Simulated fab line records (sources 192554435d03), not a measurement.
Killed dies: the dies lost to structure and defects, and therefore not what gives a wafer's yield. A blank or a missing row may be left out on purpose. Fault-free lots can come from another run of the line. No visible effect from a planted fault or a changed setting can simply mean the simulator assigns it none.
The tool behind it: which one?    flow n5-finfet    24 lots, 72 wafers sampled, at 5 steps of a route of 1938

## WHAT EACH GAUGE READ, for each wafer
N5_HKMG_FIN_INSPECT_61: inspects for defects (macro).
lot   measured     on                 raw-defect-count
L074  day 4 04:49  defect-inspect-01  5 2 1
L075  day 4 09:43  defect-inspect-01  3 4 2
L076  day 4 12:45  defect-inspect-02  4 2 4
L077  day 4 17:32  defect-inspect-01  3 3 1
L078  day 5 00:00  defect-inspect-01  4 1 1
L079  day 5 05:56  defect-inspect-01  2 2 4
L080  day 5 11:23  defect-inspect-01  4 1 1
L081  day 5 16:22  defect-inspect-01  0 1 1
L082  day 5 23:17  defect-inspect-02  3 5 1
L083  day 6 05:40  defect-inspect-01  3 0 2
L084  day 6 16:40  defect-inspect-02  0 5 1
L085  day 6 19:49  defect-inspect-01  3 3 4
L086  day 6 23:10  defect-inspect-01  4 6 1
L087  day 7 05:08  defect-inspect-02  3 4 5
L088  day 7 12:39  defect-inspect-01  2 3 2
L089  day 7 19:20  defect-inspect-01  0 3 2
L090  day 7 22:40  defect-inspect-01  5 2 3
L091  day 8 08:17  defect-inspect-01  2 2 1
L092  day 8 15:53  defect-inspect-02  0 1 1
L093  day 8 18:44  defect-inspect-02  0 1 2
L094  day 9 04:41  defect-inspect-02  1 2 3
L095  day 9 06:29  defect-inspect-01  3 0 0
L096  day 9 13:01  defect-inspect-01  4 2 0
L097  day 9 15:25  defect-inspect-02  2 2 0

## TOOL THAT RAN EACH LOT (tool first, then ch and the chambers of the sampled wafers, then the start)
lot   N5_ILD0_CMP_07                N5_ILD0_CMP_12                N5_SDB_STRIP_21                    N5_SDB_HM_OPEN_20
L074  cmp-01 ch 0,1,2, day 3 18:47  cmp-03 ch 0,2, day 3 21:58    rie-diel-03 ch 0,1,3, day 3 22:57  rie-diel-03 ch 0,1,3, day 3 22:58
L075  cmp-01 ch 0,1,2, day 3 23:13  cmp-02 ch 0,1,2, day 4 02:26  rie-diel-02 ch 0,2,3, day 4 04:18  rie-diel-02 ch 0,2,3, day 4 04:19
L076  cmp-03 ch 0,2,3, day 4 01:32  cmp-02 ch 0,2,3, day 4 05:07  rie-diel-01 ch 0,2, day 4 06:48    rie-diel-01 ch 0,2, day 4 06:49
L077  cmp-02 ch 1,2,3, day 4 08:05  cmp-02 ch 1,2,3, day 4 11:18  rie-diel-02 ch 1,2,3, day 4 12:17  rie-diel-02 ch 1,2,3, day 4 12:18
L078  cmp-03 ch 2,3, day 4 13:23    cmp-02 ch 0,1, day 4 17:05    rie-diel-02 ch 0,1,2, day 4 18:37  rie-diel-02 ch 0,1,2, day 4 18:38
L079  cmp-01 ch 0,1,2, day 4 20:16  cmp-01 ch 0,2,3, day 4 23:37  rie-diel-02 ch 0,1,3, day 5 00:48  rie-diel-02 ch 0,1,3, day 5 00:49
L080  cmp-02 ch 0,2,3, day 5 01:37  cmp-02 ch 2,3, day 5 04:47    rie-diel-01 ch 0,1,2, day 5 05:55  rie-diel-01 ch 0,1,2, day 5 05:56
L081  cmp-02 ch 0,2,3, day 5 06:50  cmp-02 ch 0,3, day 5 10:01    rie-diel-01 ch 1,2,3, day 5 11:07  rie-diel-01 ch 1,2,3, day 5 11:08
L082  cmp-02 ch 0,3, day 5 13:00    cmp-03 ch 0,3, day 5 16:32    rie-diel-01 ch 0,1,2, day 5 17:40  rie-diel-01 ch 0,1,2, day 5 17:41
L083  cmp-03 ch 1,2, day 5 19:59    cmp-03 ch 0,3, day 5 23:14    rie-diel-03 ch 0,1,3, day 6 00:18  rie-diel-03 ch 0,1,3, day 6 00:19
L084  cmp-01 ch 0,1,3, day 6 07:29  cmp-03 ch 0,1, day 6 10:37    rie-diel-02 ch 0,1, day 6 11:34    rie-diel-02 ch 0,1, day 6 11:35
L085  cmp-02 ch 0,1,2, day 6 09:38  cmp-03 ch 0,1,3, day 6 12:49  rie-diel-03 ch 0,1,2, day 6 13:55  rie-diel-03 ch 0,1,2, day 6 13:56
L086  cmp-01 ch 1,2, day 6 13:22    cmp-02 ch 0,1,2, day 6 16:41  rie-diel-01 ch 0,1, day 6 17:47    rie-diel-01 ch 0,1, day 6 17:49
L087  cmp-01 ch 0,2,3, day 6 19:05  cmp-01 ch 1,2,3, day 6 22:15  rie-diel-03 ch 0,2, day 6 23:19    rie-diel-03 ch 0,2, day 6 23:20
L088  cmp-01 ch 0,1,2, day 7 03:13  cmp-01 ch 0,1,3, day 7 06:26  rie-diel-02 ch 0,2,3, day 7 07:25  rie-diel-02 ch 0,2,3, day 7 07:26
L089  cmp-03 ch 0,3, day 7 09:07    cmp-01 ch 0,1, day 7 12:55    rie-diel-02 ch 0,1,3, day 7 14:01  rie-diel-02 ch 0,1,3, day 7 14:02
L090  cmp-03 ch 1,2, day 7 13:01    cmp-01 ch 2,3, day 7 16:11    rie-diel-03 ch 1,2,3, day 7 17:20  rie-diel-03 ch 1,2,3, day 7 17:22
L091  cmp-02 ch 0,3, day 7 22:23    cmp-02 ch 0,2,3, day 8 01:47  rie-diel-02 ch 2,3, day 8 02:53    rie-diel-02 ch 2,3, day 8 02:55
L092  cmp-02 ch 0,1,2, day 8 06:13  cmp-03 ch 0,1,2, day 8 09:34  rie-diel-01 ch 0,2,3, day 8 10:26  rie-diel-01 ch 0,2,3, day 8 10:29
L093  cmp-03 ch 0,2,3, day 8 07:57  cmp-02 ch 0,1,2, day 8 11:40  rie-diel-02 ch 0,2,3, day 8 13:04  rie-diel-02 ch 0,2,3, day 8 13:05
L094  cmp-01 ch 0,1,2, day 8 18:49  cmp-01 ch 0,1,3, day 8 22:07  rie-diel-02 ch 1,2, day 8 23:08    rie-diel-02 ch 1,2, day 8 23:10
L095  cmp-02 ch 0,2,3, day 8 20:18  cmp-03 ch 1,2,3, day 9 00:13  rie-diel-03 ch 1,3, day 9 01:11    rie-diel-03 ch 1,3, day 9 01:13
L096  cmp-03 ch 1,2, day 9 02:48    cmp-01 ch 0,1,3, day 9 06:08  rie-diel-03 ch 2,3, day 9 07:28    rie-diel-03 ch 2,3, day 9 07:29
L097  cmp-01 ch 0,1,2, day 9 05:30  cmp-01 ch 0,3, day 9 08:43    rie-diel-02 ch 2,3, day 9 09:47    rie-diel-02 ch 2,3, day 9 09:48
- N5_ILD0_CMP_07: polishes SiO2 flowable, stops on poly-Si, t overpolish 1.18 s, target thk 138.88 nm.
- N5_ILD0_CMP_12: polishes SiNx, stops on poly-Si, t overpolish 6 s, target thk 17.67 nm.
- N5_SDB_STRIP_21: strips in CF4.
- N5_SDB_HM_OPEN_20: chemistry CH3F/O2, target SiNx, stops on poly-Si, target depth 24 nm.

## AS READ BY THE TOOLS THEMSELVES (means over the sampled wafers that have a number; for cases with no such wafer, the mark the record gives instead)
N5_ILD0_CMP_07.
lot   tool    edge-zone-pressure-frac  motor-current-A (A)
L074  cmp-01  0.999                    13.4
L075  cmp-01  0.998                    12.8
L076  cmp-03  1.002                    12.1
L077  cmp-02  1.001                    12.7
L078  cmp-03  1.002                    10.9
L079  cmp-01  1.002                    13.2
L080  cmp-02  1.003                    13.7
L081  cmp-02  1.001                    13.6
L082  cmp-02  1.006                    13.0
L083  cmp-03  0.994                    11.6
L084  cmp-01  0.999                    13.0
L085  cmp-02  0.999                    13.5
L086  cmp-01  1.000                    13.0
L087  cmp-01  1.000                    13.3
L088  cmp-01  0.999                    13.4
L089  cmp-03  1.001                    12.0
L090  cmp-03  0.996                    10.8
L091  cmp-02  1.001                    13.6
L092  cmp-02  1.004                    13.6
L093  cmp-03  0.996                    12.0
L094  cmp-01  0.998                    12.9
L095  cmp-02  1.002                    13.6
L096  cmp-03  1.002                    11.4
L097  cmp-01  0.997                    13.4

N5_ILD0_CMP_12.
lot   tool    edge-zone-pressure-frac  motor-current-A (A)  overpolish-run-s (s)  time-to-endpoint-s (s)
L074  cmp-03  1.004                    9.6                  6.005                 26.9
L075  cmp-02  0.997                    10.2                 5.995                 31.7
L076  cmp-02  0.998                    9.9                  5.999                 31.2
L077  cmp-02  0.997                    9.5                  5.989                 33.1
L078  cmp-02  0.998                    10.0                 6.005                 27.5
L079  cmp-01  0.995                    9.2                  6.001                 28.2
L080  cmp-02  1.002                    9.7                  6.001                 28.1
L081  cmp-02  0.997                    9.4                  6.010                 30.7
L082  cmp-03  1.001                    9.6                  5.998                 26.4
L083  cmp-03  1.000                    9.7                  6.003                 30.3
L084  cmp-03  1.000                    9.1                  5.994                 29.6
L085  cmp-03  0.997                    9.0                  6.001                 26.5
L086  cmp-02  0.998                    10.0                 6.004                 25.5
L087  cmp-01  1.004                    9.2                  5.997                 28.8
L088  cmp-01  1.005                    9.4                  5.994                 27.7
L089  cmp-01  1.000                    9.6                  5.999                 26.8
L090  cmp-01  0.997                    9.5                  5.999                 27.3
L091  cmp-02  1.003                    9.9                  6.004                 28.3
L092  cmp-03  0.994                    9.0                  5.997                 27.4
L093  cmp-02  1.002                    10.2                 6.004                 27.7
L094  cmp-01  0.997                    9.6                  5.997                 30.9
L095  cmp-03  0.997                    8.0                  5.998                 28.6
L096  cmp-01  1.000                    9.6                  6.006                 31.7
L097  cmp-01  0.997                    9.4                  6.004                 30.5

N5_SDB_STRIP_21.
lot   tool         drypump-motor-current-A (A)  oes-product-au (a.u.)  rf-vpp-V (V)  showerhead-plenum-p-Torr (Torr)  throttle-valve-pct (%)
L074  rie-diel-03  6.1                          0.71                   271.7         1.80                             13.64
L075  rie-diel-02  5.6                          0.78                   271.9         1.82                             13.57
L076  rie-diel-01  5.8                          0.76                   270.6         1.81                             13.32
L077  rie-diel-02  5.4                          0.74                   271.0         1.79                             13.72
L078  rie-diel-02  5.3                          0.73                   270.4         1.79                             13.61
L079  rie-diel-02  5.4                          0.78                   270.1         1.78                             13.38
L080  rie-diel-01  5.9                          0.80                   270.3         1.79                             13.33
L081  rie-diel-01  5.9                          0.86                   272.5         1.82                             13.22
L082  rie-diel-01  5.9                          0.79                   271.4         1.79                             13.33
L083  rie-diel-03  6.1                          0.71                   271.0         1.80                             13.66
L084  rie-diel-02  5.2                          0.76                   271.5         1.77                             13.29
L085  rie-diel-03  6.2                          0.71                   270.4         1.78                             13.55
L086  rie-diel-01  6.0                          0.83                   271.0         1.78                             13.36
L087  rie-diel-03  6.3                          0.70                   269.9         1.75                             13.56
L088  rie-diel-02  5.7                          0.85                   272.4         1.82                             13.44
L089  rie-diel-02  5.4                          0.76                   271.3         1.77                             13.43
L090  rie-diel-03  6.2                          0.71                   270.3         1.78                             13.69
L091  rie-diel-02  5.7                          0.88                   271.3         1.83                             13.61
L092  rie-diel-01  6.0                          0.85                   272.0         1.83                             13.18
L093  rie-diel-02  5.7                          0.84                   271.9         1.82                             13.45
L094  rie-diel-02  5.3                          0.84                   270.9         1.80                             13.65
L095  rie-diel-03  6.1                          0.70                   271.9         1.80                             13.83
L096  rie-diel-03  6.3                          0.69                   270.4         1.75                             13.82
L097  rie-diel-02  5.7                          0.87                   272.1         1.82                             13.63

N5_SDB_HM_OPEN_20.
lot   tool         O2_flow_sccm (sccm)  drypump-motor-current-A (A)  oes-product-au (a.u.)  rf-vpp-V (V)  showerhead-plenum-p-Torr (Torr)  throttle-valve-pct (%)
L074  rie-diel-03  20.02                6.1                          0.60                   296.5         2.01                             16.37
L075  rie-diel-02  20.00                5.6                          0.63                   297.2         2.04                             16.34
L076  rie-diel-01  20.02                5.8                          0.63                   292.1         2.03                             16.07
L077  rie-diel-02  19.95                5.4                          0.61                   296.8         2.00                             16.47
L078  rie-diel-02  19.99                5.3                          0.61                   295.5         2.00                             16.34
L079  rie-diel-02  20.00                5.4                          0.65                   297.9         1.99                             16.14
L080  rie-diel-01  20.03                5.9                          0.67                   292.5         2.01                             16.09
L081  rie-diel-01  19.97                5.9                          0.72                   295.8         2.03                             16.01
L082  rie-diel-01  19.96                5.9                          0.66                   292.3         2.00                             16.09
L083  rie-diel-03  20.00                6.1                          0.59                   296.6         2.01                             16.37
L084  rie-diel-02  19.94                5.3                          0.63                   295.6         1.98                             16.04
L085  rie-diel-03  20.04                6.2                          0.59                   298.6         1.98                             16.25
L086  rie-diel-01  19.90                6.0                          0.69                   293.6         1.99                             16.12
L087  rie-diel-03  20.00                6.3                          0.59                   300.0         1.94                             16.25
L088  rie-diel-02  19.99                5.7                          0.68                   296.0         2.03                             16.22
L089  rie-diel-02  19.94                5.4                          0.63                   297.2         1.98                             16.19
L090  rie-diel-03  20.05                6.2                          0.59                   296.9         1.98                             16.42
L091  rie-diel-02  19.97                5.7                          0.75                   296.0         2.04                             16.43
L092  rie-diel-01  19.94                6.0                          0.70                   293.8         2.05                             15.97
L093  rie-diel-02  19.97                5.6                          0.69                   296.9         2.03                             16.27
L094  rie-diel-02  20.03                5.4                          0.70                   294.9         1.99                             16.41
L095  rie-diel-03  20.02                6.1                          0.58                   295.7         2.01                             16.59
L096  rie-diel-03  19.98                6.3                          0.58                   296.4         1.95                             16.59
L097  rie-diel-02  20.06                5.7                          0.71                   294.3         2.03                             16.44

## THE ANSWER, worked out from the rows above alone
Rule: what is usual is taken from the lots themselves. Put in order of their means at a reading, lots are off if they are a third of the lots or fewer, leave a main group of 4 or more, and stand apart from it by a gap of 3 or more times the standard deviation of the main group's means; of several such gaps the widest counts. A main group is skipped when, at the precision printed for the reading in the tables above, its means are all equal. A lot without any number at a reading at which 4 lots or more have one is off too. All remaining lots with rows at the step are treated as sound. Order of review: gauges by route order, followed by the tools' own readings, for which a lot's mean as printed above is used. At the first step where some lot is off, the reading lying furthest off is the one used; lots without a number count as furthest.
Nothing can be told from this: no lot is off at any reading shown.

## WHAT HAD BEEN PUT IN BY THE SIMULATOR
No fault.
